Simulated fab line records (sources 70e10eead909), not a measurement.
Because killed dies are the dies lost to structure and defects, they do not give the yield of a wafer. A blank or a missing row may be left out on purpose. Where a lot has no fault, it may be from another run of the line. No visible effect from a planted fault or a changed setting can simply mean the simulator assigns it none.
Chamber matching :: flow nand harc :: cmp-03 running NHARC_A_M1_CMP_23: 4 sister chambers
The step polishes, t overpolish 20 s, target thk 154.34 nm. 8 wafers are shown with their chamber, then 9 later ones without.

WAFERS PAIRED WITH THEIR CHAMBERS
wafer: L082.2
chamber: 0
motor current A (A): 11.7
time to endpoint s (s): 24.7

wafer: L088.5
chamber: 2
motor current A (A): 11.4
time to endpoint s (s): 29.0

wafer: L093.1
chamber: 3
motor current A (A): 9.8
time to endpoint s (s): 31.0

wafer: L093.2
chamber: 1
motor current A (A): 12.9
time to endpoint s (s): 31.8

wafer: L093.5
chamber: 3
motor current A (A): 9.3
time to endpoint s (s): 34.2

wafer: L094.1
chamber: 0
motor current A (A): 12.0
time to endpoint s (s): 25.3

wafer: L094.2
chamber: 1
motor current A (A): 12.8
time to endpoint s (s): 25.4

wafer: L094.3
chamber: 2
motor current A (A): 10.9
time to endpoint s (s): 29.3

WAFERS MISSING THEIR CHAMBER
wafer: L094.4
motor current A (A): 9.4
time to endpoint s (s): 28.5

wafer: L094.5
motor current A (A): 9.1
time to endpoint s (s): 30.2

wafer: L094.6
motor current A (A): 11.3
time to endpoint s (s): 25.6

wafer: L095.1
motor current A (A): 11.4
time to endpoint s (s): 27.2

wafer: L095.3
motor current A (A): 12.8
time to endpoint s (s): 30.7

wafer: L095.5
motor current A (A): 11.5
time to endpoint s (s): 27.8

wafer: L097.2
motor current A (A): 12.1
time to endpoint s (s): 29.0

wafer: L097.3
motor current A (A): 12.7
time to endpoint s (s): 29.9

wafer: L097.6
motor current A (A): 11.2
time to endpoint s (s): 31.1

WHICH CHAMBER EACH WENT THROUGH
wafer: L094.4
from the rows above: 3
in truth: 3

wafer: L094.5
from the rows above: 3
in truth: 3

wafer: L094.6
from the rows above: can't be placed: 2 or 0
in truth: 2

wafer: L095.1
from the rows above: can't be placed: 2 or 0
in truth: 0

wafer: L095.3
from the rows above: 1
in truth: 1

wafer: L095.5
from the rows above: can't be placed: 2 or 0
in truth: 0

wafer: L097.2
from the rows above: can't be placed: 0 or 1 or 2
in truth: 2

wafer: L097.3
from the rows above: 1
in truth: 1

wafer: L097.6
from the rows above: 2
in truth: 2
Placed correctly: 5 of 9. Not placeable from these rows: 4 (in 4, the candidates include the true chamber). 0 placed wrongly.
How it was worked out, from the rows above alone: a wafer's distance from a chamber is the root of the sum, over the readings, of the square of ((its reading less the chamber's mean) divided by the reading's scatter). If the next closest chamber is less than 2 further off than the closest, the wafer can't be placed; otherwise it belongs to the closest. For every chamber, the mean is computed from those of its wafers that are shown. How the scatter is found: for the shown wafers, subtract from each reading the mean of its chamber, square and add these, divide the total by (wafers less chambers), then take the root.
